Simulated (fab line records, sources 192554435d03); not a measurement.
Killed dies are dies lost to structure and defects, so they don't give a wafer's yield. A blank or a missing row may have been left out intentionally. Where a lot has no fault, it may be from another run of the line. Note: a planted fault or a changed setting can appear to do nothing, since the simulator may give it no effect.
Matching of chambers :: flow n5 finfet :: N5_DUMMY_GATE_TRIM_49 on rie si-06: 4 sister chambers
The step chemistry O2, time 29 s, target cd 14 nm. 4 wafers are shown with their chamber, then 8 later ones without.

== WAFERS, EACH WITH ITS CHAMBER ==
wafer: L077.1
chamber: 1
drypump motor current A (A): 6.7

wafer: L082.1
chamber: 2
drypump motor current A (A): 5.8

wafer: L083.5
chamber: 0
drypump motor current A (A): 6.6

wafer: L086.1
chamber: 3
drypump motor current A (A): 5.2

== WAFERS WITH NO CHAMBER GIVEN ==
wafer: L086.3
drypump motor current A (A): 6.6

wafer: L086.5
drypump motor current A (A): 5.8

wafer: L087.1
drypump motor current A (A): 5.8

wafer: L087.2
drypump motor current A (A): 5.3

wafer: L087.3
drypump motor current A (A): 6.7

wafer: L097.1
drypump motor current A (A): 6.6

wafer: L097.3
drypump motor current A (A): 5.8

wafer: L097.6
drypump motor current A (A): 5.8

== CHAMBER TAKEN BY EACH ==
wafer: L086.3
from the rows above: 0
in truth: 0

wafer: L086.5
from the rows above: 2
in truth: 2

wafer: L087.1
from the rows above: 2
in truth: 2

wafer: L087.2
from the rows above: 3
in truth: 3

wafer: L087.3
from the rows above: 1
in truth: 1

wafer: L097.1
from the rows above: 0
in truth: 0

wafer: L097.3
from the rows above: 2
in truth: 2

wafer: L097.6
from the rows above: 2
in truth: 2
Placed correctly: 8 of 8. Number that these rows cannot place: 0. Number placed wrongly: 0.
How it was worked out, from the rows above alone: a wafer's distance from a chamber is the root of the sum, over the readings, of the square of ((its reading less the chamber's mean) divided by the reading's scatter). If the next closest chamber is less than 2 further off than the closest, the wafer can't be placed; otherwise it belongs to the closest. A chamber's mean is the mean of its shown wafers. The scatter: with one shown wafer a chamber, the root of the mean of the squares of how far each hidden wafer lies from its nearest shown one.
